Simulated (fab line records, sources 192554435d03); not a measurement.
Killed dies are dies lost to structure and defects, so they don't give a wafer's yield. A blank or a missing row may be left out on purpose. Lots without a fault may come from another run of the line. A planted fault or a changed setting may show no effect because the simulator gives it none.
Chamber matching | flow n5_finfet | N5_FIN_SAQP_MANDREL2_REMOVE_60 on rie_si-05: 4 sister chambers
The step chemistry HBr/Cl2/O2, target a-Si, stops on SiNx, bt time 10 s. 4 wafers are shown with their chamber, then 7 later ones without.

WAFERS WITH THEIR CHAMBER
wafer  | chamber | drypump_motor_current_A (A)
L082.2 | 3       | 5.2
L082.3 | 2       | 5.5
L085.4 | 0       | 5.9
L085.5 | 1       | 5.3

WAFERS WITHOUT THEIR CHAMBER
wafer  | drypump_motor_current_A (A)
L085.6 | 5.5
L088.1 | 5.3
L088.3 | 5.5
L088.4 | 5.9
L097.1 | 5.4
L097.2 | 5.3
L097.4 | 5.2

WHICH CHAMBER EACH WENT THROUGH
wafer  | from the rows above     | in truth
L085.6 | 2                       | 2
L088.1 | 1                       | 1
L088.3 | 2                       | 2
L088.4 | 0                       | 0
L097.1 | can't be placed: 2 or 1 | 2
L097.2 | 1                       | 1
L097.4 | 3                       | 3
Placed correctly: 6 of 7. Can't be placed from these rows: 1 (the true chamber is among the candidates in 1). Placed wrongly: 0.
How it was worked out, from the rows above alone: a wafer's distance from a chamber is the root of the sum, over the readings, of the square of ((its reading less the chamber's mean) divided by the reading's scatter). The wafer belongs to the nearest chamber; if the next one is less than 2 further off, it can't be placed. A chamber's mean is the mean of its shown wafers. The scatter: with one shown wafer a chamber, the root of the mean of the squares of how far each hidden wafer lies from its nearest shown one.
